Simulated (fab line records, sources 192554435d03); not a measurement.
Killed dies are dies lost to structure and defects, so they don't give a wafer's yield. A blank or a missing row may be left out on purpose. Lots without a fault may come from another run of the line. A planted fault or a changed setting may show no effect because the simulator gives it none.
Which tool did it? | flow n5_finfet | 10 lots, 30 wafers sampled, at 4 steps of a route of 1938

WHAT THE GAUGES READ, wafer by wafer
The record holds no reading of a measuring or inspecting step that can be judged against a usual standard deviation.

WHICH TOOL RAN EACH LOT (tool, then ch and the chambers of the sampled wafers, then the start)
lot  | N5_MOL_CONTACT_COAG_ALD_133       | N5_PASSIVATION_VIA_ETCH_13         | N5_PASSIVATION_STRIP_34            | N5_PASSIVATION_PROBE_49
L291 | ald_sin-01 ch 1,3, day 5 16:25    | rie_diel-04 ch 1,2, day 12 02:53   | rie_diel-03 ch 0,2, day 12 05:11   | prober-01, day 12 09:29
L293 | ald_sin-01 ch 0,1,2, day 5 21:16  | rie_diel-05 ch 2,3, day 12 14:38   | rie_diel-06 ch 0,1,2, day 12 16:32 | -
L294 | ald_sin-01 ch 1,2,3, day 6 02:20  | rie_diel-05 ch 2,3, day 12 19:43   | rie_diel-06 ch 0,1,3, day 12 21:35 | -
L296 | ald_sin-01 ch 0,2,3, day 6 18:36  | rie_diel-04 ch 0,1,3, day 13 13:06 | rie_diel-03 ch 0,1, day 13 15:16   | prober-01, day 13 19:38
L297 | ald_sin-01 ch 1,2, day 6 21:53    | rie_diel-05 ch 0,1,2, day 13 05:11 | rie_diel-01 ch 1,2, day 13 11:20   | prober-02, day 13 15:35
L299 | ald_sin-03 ch 0,1,2, day 7 17:01  | rie_diel-04 ch 0,1,2, day 14 13:16 | rie_diel-06 ch 1,2,3, day 14 15:07 | -
L307 | ald_sin-01 ch 1,3, day 9 14:53    | rie_diel-02 ch 0,2, day 15 23:01   | rie_diel-06 ch 1,3, day 16 01:03   | prober-02, day 16 05:26
L308 | ald_sin-01 ch 0,1, day 9 17:38    | rie_diel-02 ch 0,1,2, day 16 08:05 | rie_diel-01 ch 0,3, day 16 10:21   | prober-02, day 16 14:39
L309 | ald_sin-04 ch 0,3, day 9 20:37    | rie_diel-02 ch 0,1,2, day 16 02:45 | rie_diel-06 ch 1,2,3, day 16 05:29 | -
L311 | ald_sin-04 ch 1,2,3, day 10 12:04 | rie_diel-02 ch 1,2, day 17 06:40   | rie_diel-03 ch 1,3, day 17 08:26   | -
- N5_MOL_CONTACT_COAG_ALD_133: deposits SiO2, target thk 5 nm, pulse time 1 s, co reactant pulse time 1 s.
- N5_PASSIVATION_VIA_ETCH_13: etches SiO2 in CHF3/O2, target depth 660 nm, time 330 s.
- N5_PASSIVATION_STRIP_34: strips in O2.
- N5_PASSIVATION_PROBE_49

WHAT THE TOOLS THEMSELVES READ (means of the sampled wafers that have a number; where no wafer has one, the mark that the record gives instead)
N5_MOL_CONTACT_COAG_ALD_133. Usual: chamber_pressure_Torr 2.001 Torr, standard deviation 0.0044; heater_power_w 80 W, standard deviation 9; precursor_pulse_height_rel 1.001, standard deviation 0.016.
lot  | tool       | chamber_pressure_Torr (Torr) | heater_power_w (W) | precursor_pulse_height_rel | flag
L291 | ald_sin-01 | 2.002                        | 81                 | 1.000                      |
L293 | ald_sin-01 | 2.003                        | 83                 | 0.998                      |
L294 | ald_sin-01 | 2.004                        | 86                 | 1.008                      |
L296 | ald_sin-01 | 2.003                        | 82                 | 1.010                      |
L297 | ald_sin-01 | 2.005                        | 92                 | 1.009                      |
L299 | ald_sin-03 | 2.002                        | 80                 | 1.004                      |
L307 | ald_sin-01 | 2.002                        | 79                 | 0.983                      |
L308 | ald_sin-01 | 2.001                        | 75                 | 1.012                      |
L309 | ald_sin-04 | 2.001                        | 77                 | 1.006                      |
L311 | ald_sin-04 | 2.000                        | 87                 | 0.986                      |

N5_PASSIVATION_VIA_ETCH_13. Usual: O2_flow_sccm 5.000 sccm, standard deviation 0.017; chamber_pressure_mTorr 30.002 mTorr, standard deviation 0.026; drypump_motor_current_A 5.8 A, standard deviation 0.4; etch_rf_on_time_s 236 s, standard deviation 4.4; oes_product_au 0.69 a.u., standard deviation 0.079; rf_vpp_V 524 V, standard deviation 6.5; showerhead_plenum_p_Torr 2.39 Torr, standard deviation 0.06; throttle_valve_pct 18.97 %, standard deviation 0.29.
lot  | tool        | O2_flow_sccm (sccm) | chamber_pressure_mTorr (mTorr) | drypump_motor_current_A (A) | etch_rf_on_time_s (s) | oes_product_au (a.u.) | rf_vpp_V (V) | showerhead_plenum_p_Torr (Torr) | throttle_valve_pct (%) | flag
L291 | rie_diel-04 | 5.025               | 29.997                         | 5.9                         | 232                   | 0.68                  | 524          | 2.42                            | 19.13                  |
L293 | rie_diel-05 | 5.011               | 30.017                         | 5.8                         | 241                   | 0.67                  | 515          | 2.38                            | 18.88                  |
L294 | rie_diel-05 | 5.008               | 30.023                         | 5.8                         | 237                   | 0.67                  | 516          | 2.38                            | 18.88                  |
L296 | rie_diel-04 | 4.985               | 29.991                         | 5.2                         | 238                   | 0.74                  | 531          | 2.38                            | 18.80                  |
L297 | rie_diel-05 | 5.005               | 30.006                         | 5.9                         | 241                   | 0.73                  | 515          | 2.46                            | 18.77                  |
L299 | rie_diel-04 | 4.991               | 30.025                         | 5.6                         | 230                   | 0.67                  | 527          | 2.38                            | 19.11                  |
L307 | rie_diel-02 | 5.013               | 29.997                         | 5.9                         | 236                   | 0.62                  | 529          | 2.40                            | 19.15                  |
L308 | rie_diel-02 | 5.005               | 30.022                         | 6.0                         | 237                   | 0.62                  | 526          | 2.38                            | 19.19                  |
L309 | rie_diel-02 | 4.992               | 30.004                         | 6.0                         | 238                   | 0.63                  | 527          | 2.38                            | 19.20                  |
L311 | rie_diel-02 | 4.997               | 29.985                         | 6.2                         | 238                   | 0.62                  | 525          | 2.41                            | 19.17                  |

N5_PASSIVATION_STRIP_34. Usual: chamber_pressure_mTorr 29.99 mTorr, standard deviation 0.089; drypump_motor_current_A 5.5 A, standard deviation 0.5; oes_product_au 0.79 a.u., standard deviation 0.085; rf_vpp_V 3.6 V, standard deviation 1.5; showerhead_plenum_p_Torr 2.09 Torr, standard deviation 0.072; temp_c 59.98 C, standard deviation 0.11; throttle_valve_pct 16.70 %, standard deviation 0.22.
lot  | tool        | chamber_pressure_mTorr (mTorr) | drypump_motor_current_A (A) | oes_product_au (a.u.) | rf_vpp_V (V) | showerhead_plenum_p_Torr (Torr) | temp_c (C) | throttle_valve_pct (%) | flag
L291 | rie_diel-03 | 29.99                          | 6.1                         | 0.67                  | 6.2          | 2.10                            | 60.00      | 16.98                  |
L293 | rie_diel-06 | 30.01                          | 5.2                         | 0.74                  | 3.7          | 2.10                            | 59.98      | 16.86                  |
L294 | rie_diel-06 | 29.97                          | 5.1                         | 0.74                  | 4.0          | 2.10                            | 60.03      | 16.74                  |
L296 | rie_diel-03 | 30.13                          | 5.8                         | 0.91                  | 3.9          | 2.11                            | 60.00      | 16.52                  |
L297 | rie_diel-01 | 29.99                          | 5.4                         | 0.78                  | 3.6          | 2.14                            | 59.96      | 16.83                  |
L299 | rie_diel-06 | 30.02                          | 5.2                         | 0.76                  | 4.2          | 2.05                            | 60.01      | 16.74                  |
L307 | rie_diel-06 | 29.99                          | 5.1                         | 0.73                  | 3.5          | 2.05                            | 59.87      | 16.62                  |
L308 | rie_diel-01 | 29.98                          | 5.9                         | 0.89                  | 4.3          | 2.10                            | 59.93      | 16.56                  |
L309 | rie_diel-06 | 30.12                          | 5.2                         | 0.74                  | 2.3          | 2.05                            | 59.97      | 16.81                  |
L311 | rie_diel-03 | 30.02                          | 5.1                         | 0.77                  | 2.4          | 2.05                            | 60.04      | 16.58                  |

N5_PASSIVATION_PROBE_49. Usual: defect_limited_yield 91.3 %, standard deviation 1.5; killed_at_M0_to_M3 34, standard deviation 9.4; killed_at_M4_up 13, standard deviation 5.3; killed_at_contacts 13, standard deviation 5.7; killed_at_front_end 40, standard deviation 10; killed_at_other 3.7, standard deviation 2.8; killed_dies 103, standard deviation 17; killed_open 67, standard deviation 13; killed_short 35, standard deviation 8.5; sort_bin_4_leakage 0.00 %, standard deviation 0.016; sort_bin_5_function 5.0 %, standard deviation 0.98; sort_bin_6_memory 3.3 %, standard deviation 0.7; sort_n_pass 1077, standard deviation 17; sort_yield_pct 91.3 %, standard deviation 1.5.
lot  | tool      | defect_limited_yield (%) | killed_at_M0_to_M3 | killed_at_M4_up | killed_at_contacts | killed_at_front_end | killed_at_other | killed_dies | killed_open | killed_short | sort_bin_4_leakage (%) | sort_bin_5_function (%) | sort_bin_6_memory (%) | sort_n_pass | sort_yield_pct (%) | flag
L291 | prober-01 | 89.8                     | 45                 | 11              | 20                 | 38                  | 7.3             | 120         | 88          | 32           | 0.00                   | 6.1                     | 3.7                   | 1060        | 89.8               |
L296 | prober-01 | 90.5                     | 34                 | 13              | 14                 | 46                  | 5.3             | 112         | 77          | 34           | 0.00                   | 5.3                     | 3.7                   | 1068        | 90.5               |
L297 | prober-02 | 91.1                     | 41                 | 10              | 12                 | 38                  | 3.7             | 105         | 73          | 32           | 0.00                   | 5.1                     | 3.7                   | 1075        | 91.1               |
L307 | prober-02 | 87.4                     | 35                 | 12              | 71                 | 28                  | 3.3             | 149         | 63          | 23           | 0.00                   | 7.9                     | 3.4                   | 1031        | 87.4               | OFF
L308 | prober-02 | 86.7                     | 30                 | 9               | 85                 | 31                  | 2.0             | 157         | 56          | 23           | 0.00                   | 7.6                     | 4.0                   | 1023        | 86.7               | OFF

THE ANSWER, worked out from the rows above alone
Rule: a lot is off if the mean of its wafers that have a number lies more than 3 standard deviations from the usual mean. A lot without any number at a reading at which 4 lots or more have one is off too. The other lots that the step has rows for count as sound. The gauges are gone through in route order, then the tools' own readings, and for those a lot's mean is taken as printed above. The first step at which some lot is off is used, and at that step the reading that is off furthest; a lot without a number counts as furthest.
Off: L307, L308, at N5_PASSIVATION_PROBE_49 (killed_at_contacts). Neither off nor sound, because the step has no rows for them: L293, L294, L299, L309, L311.
A tool fits if, at that step or a process step before it, it ran every lot that is off, and no sound lot after the first of them. Can't be told from this: 3 tools fit, ald_sin-01 at N5_MOL_CONTACT_COAG_ALD_133, rie_diel-02 at N5_PASSIVATION_VIA_ETCH_13, prober-02 at N5_PASSIVATION_PROBE_49.

WHAT THE SIMULATOR HAD PUT IN
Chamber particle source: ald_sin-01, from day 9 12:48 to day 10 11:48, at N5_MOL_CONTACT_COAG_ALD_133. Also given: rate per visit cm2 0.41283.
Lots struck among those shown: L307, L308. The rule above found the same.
